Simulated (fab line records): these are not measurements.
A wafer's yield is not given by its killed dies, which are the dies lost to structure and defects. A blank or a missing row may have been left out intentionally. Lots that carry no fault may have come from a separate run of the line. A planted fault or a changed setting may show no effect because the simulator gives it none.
The tool behind it: which one? :: flow n5Finfet :: at 1 step of a route of 1938, 12 lots with 36 wafers sampled

## WHAT THE GAUGES SHOWED, per wafer
N5_BEOL_M13_CD_MEAS_28: target cd 209.5 nm.
lot: L077
measured: day 14 21:34
on: cdSem-02
cdNm (nm): 208.0 209.7 206.8

lot: L076
measured: day 15 07:33
on: cdSem-02
cdNm (nm): 209.9 208.0 210.3

lot: L080
measured: day 16 00:47
on: cdSem-03
cdNm (nm): 210.9 210.3 209.9

lot: L079
measured: day 16 17:01
on: cdSem-02
cdNm (nm): 211.6 208.5 207.3

lot: L081
measured: day 17 15:02
on: cdSem-02
cdNm (nm): 209.8 208.9 210.1

lot: L084
measured: day 17 20:20
on: cdSem-01
cdNm (nm): 210.3 211.1 209.0

lot: L085
measured: day 18 06:17
on: cdSem-01
cdNm (nm): 210.1 209.8 207.7

lot: L087
measured: day 19 00:32
on: cdSem-03
cdNm (nm): 208.1 205.8 208.3

lot: L091
measured: day 19 05:14
on: cdSem-02
cdNm (nm): 208.5 212.0 210.1

lot: L092
measured: day 19 20:04
on: cdSem-03
cdNm (nm): 210.5 208.7 211.0

lot: L093
measured: day 20 05:15
on: cdSem-02
cdNm (nm): 209.2 207.0 207.2

lot: L097
measured: day 20 12:38
on: cdSem-03
cdNm (nm): 209.3 209.3 208.7

## EACH LOT AND THE TOOL THAT RAN IT (in order: tool; ch and the chambers of the sampled wafers; start)
There is no process step in the record ahead of these readings.

## THE ANSWER, worked out from the rows above alone
Rule: usual is defined by the lots themselves. Put in order of their means at a reading, lots are off if they are a third of the lots or fewer, leave a main group of 4 or more, and stand apart from it by a gap of 3 or more times the standard deviation of the main group's means; of several such gaps the widest counts. The tables above print the reading to a certain number of digits; a main group whose means all agree to those digits is not used. A lot without any number at a reading at which 4 lots or more have one is off too. The other lots that the step has rows for count as sound.
Across all readings shown, no lot is off: no conclusion can be drawn from this.

## WHAT THE SIMULATOR HAD PUT IN
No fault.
